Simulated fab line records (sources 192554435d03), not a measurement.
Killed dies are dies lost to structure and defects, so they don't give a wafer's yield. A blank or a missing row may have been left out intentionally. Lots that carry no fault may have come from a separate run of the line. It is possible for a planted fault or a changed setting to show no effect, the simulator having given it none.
Chamber matching    flow n5_finfet    N5_BEOL_M5_ETCH_62 on rie_diel-03 has 4 sister chambers
The step etches SOC in N2/H2, target depth 75 nm, overetch 15 nm, time 112.5 s. 18 wafers are shown with their chamber, then 9 later ones without.

WAFERS PAIRED WITH THEIR CHAMBERS
wafer   chamber  showerhead_plenum_p_Torr (Torr)  throttle_valve_pct (%)  drypump_motor_current_A (A)
L075.1  0        2.43                             17.62                   5.2
L075.3  3        2.71                             17.43                   6.4
L075.6  2        2.53                             18.05                   5.5
L076.1  2        2.52                             18.06                   5.5
L076.3  3        2.70                             17.44                   6.4
L076.4  0        2.43                             17.64                   5.1
L078.1  2        2.52                             18.07                   5.5
L078.2  1        2.65                             17.86                   6.1
L078.3  3        2.70                             17.44                   6.5
L078.4  0        2.43                             17.65                   5.1
L078.5  3        2.70                             17.43                   6.4
L078.6  2        2.52                             18.06                   5.5
L081.1  0        2.43                             17.65                   5.1
L081.2  2        2.52                             18.07                   5.5
L081.5  2        2.52                             18.08                   5.5
L083.4  2        2.52                             18.09                   5.5
L083.5  2        2.52                             18.07                   5.5
L083.6  3        2.70                             17.47                   6.5

SIGNATURES, as means of the wafers listed above
reading                   chamber 0  chamber 1  chamber 2  chamber 3  scatter within a chamber
showerhead_plenum_p_Torr  2.4300     2.6500     2.5213     2.7020     0.00346
throttle_valve_pct        17.6400    17.8600    18.0688    17.4420    0.0141
drypump_motor_current_A   5.125      6.100      5.500      6.440      0.0373
Rule: for each reading, subtract the chamber's mean from the wafer's reading, divide by that reading's scatter and square the result; add these up over the readings and take the root, which gives the wafer's distance from the chamber. If the next closest chamber is less than 2 further off than the closest, the wafer can't be placed; otherwise it belongs to the closest. The scatter: the root of (the sum of the squares of (reading less its chamber's mean) over the shown wafers, divided by (wafers less chambers)).

WAFERS MISSING THEIR CHAMBER
wafer   showerhead_plenum_p_Torr (Torr)  throttle_valve_pct (%)  drypump_motor_current_A (A)
L084.2  2.69                             17.46                   6.4
L084.4  2.42                             17.68                   5.1
L084.5  2.42                             17.68                   5.1
L088.1  2.69                             17.45                   6.4
L088.4  2.51                             18.09                   5.5
L088.6  2.51                             18.11                   5.5
L089.2  2.42                             17.69                   5.1
L089.3  2.51                             18.11                   5.5
L089.5  2.51                             18.11                   5.5

WHICH CHAMBER EACH WENT THROUGH
wafer   from the rows above  in truth
L084.2  3                    3
L084.4  0                    0
L084.5  0                    0
L088.1  3                    3
L088.4  2                    2
L088.6  2                    2
L089.2  0                    0
L089.3  2                    2
L089.5  2                    2
Correctly placed: 9 of 9. Left unplaced by these rows: 0. Placed wrongly: 0.
